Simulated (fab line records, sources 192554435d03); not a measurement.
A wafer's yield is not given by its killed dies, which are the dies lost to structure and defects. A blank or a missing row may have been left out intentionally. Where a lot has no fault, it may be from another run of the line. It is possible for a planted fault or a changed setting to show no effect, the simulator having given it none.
Matching of chambers | flow n5_finfet | rie_diel-02 running N5_BEOL_M0_ETCH_109: 4 sister chambers
The step etches SiCN in CH3F/O2, target depth 8 nm, overetch 2.4 nm, time 27.4 s. 16 wafers are shown with their chamber, then 8 later ones without.

## EACH WAFER AND ITS CHAMBER
wafer  | chamber | drypump_motor_current_A (A) | showerhead_plenum_p_Torr (Torr) | oes_product_au (a.u.)
L074.1 | 3       | 5.5                         | 1.89                            | 0.59
L074.4 | 2       | 5.5                         | 1.96                            | 0.77
L074.6 | 0       | 5.6                         | 2.05                            | 0.59
L077.1 | 2       | 5.5                         | 1.96                            | 0.76
L077.4 | 3       | 5.5                         | 1.89                            | 0.60
L077.5 | 2       | 5.5                         | 1.96                            | 0.77
L084.2 | 1       | 6.7                         | 1.96                            | 0.74
L084.4 | 2       | 5.5                         | 1.95                            | 0.72
L084.5 | 0       | 5.7                         | 2.04                            | 0.82
L085.1 | 2       | 5.5                         | 1.95                            | 0.72
L085.4 | 1       | 6.7                         | 1.96                            | 0.74
L085.6 | 2       | 5.5                         | 1.95                            | 0.73
L093.1 | 0       | 5.6                         | 2.04                            | 0.77
L093.2 | 1       | 6.6                         | 1.96                            | 0.72
L093.4 | 3       | 5.6                         | 2.13                            | 0.76
L092.1 | 1       | 6.7                         | 1.96                            | 0.71

SIGNATURES, as means of the wafers listed above
reading                  | chamber 0 | chamber 1 | chamber 2 | chamber 3 | scatter within a chamber
drypump_motor_current_A  | 5.633     | 6.675     | 5.500     | 5.533     | 0.0417
showerhead_plenum_p_Torr | 2.0433    | 1.9600    | 1.9550    | 1.9700    | 0.0567
oes_product_au           | 0.7267    | 0.7275    | 0.7450    | 0.6500    | 0.0653
Rule: distance of a wafer from a chamber = root of the sum over the readings of ((wafer's reading minus chamber's mean) / reading's scatter) squared. If the next closest chamber is less than 2 further off than the closest, the wafer can't be placed; otherwise it belongs to the closest. The scatter: take each reading less its chamber's mean, square it, sum over the shown wafers, divide by the number of wafers less the number of chambers, and take the root.

## WAFERS MISSING THEIR CHAMBER
wafer  | drypump_motor_current_A (A) | showerhead_plenum_p_Torr (Torr) | oes_product_au (a.u.)
L092.4 | 5.6                         | 2.04                            | 0.76
L092.5 | 5.6                         | 2.04                            | 0.76
L094.3 | 6.6                         | 1.96                            | 0.73
L094.5 | 6.7                         | 1.96                            | 0.73
L094.6 | 5.5                         | 1.94                            | 0.72
L096.1 | 6.6                         | 1.95                            | 0.72
L096.3 | 5.5                         | 1.94                            | 0.69
L096.4 | 5.5                         | 2.13                            | 0.76

## CHAMBER TAKEN BY EACH
wafer  | from the rows above          | in truth
L092.4 | can't be placed: 0 or 3 or 2 | 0
L092.5 | can't be placed: 0 or 3 or 2 | 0
L094.3 | 1                            | 1
L094.5 | 1                            | 1
L094.6 | can't be placed: 2 or 3      | 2
L096.1 | 1                            | 1
L096.3 | can't be placed: 2 or 3      | 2
L096.4 | can't be placed: 2 or 3 or 0 | 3
Correct placement for 3 of the 8. Can't be placed from these rows: 5 (the true chamber is among the candidates in 5). Placed wrongly: 0.
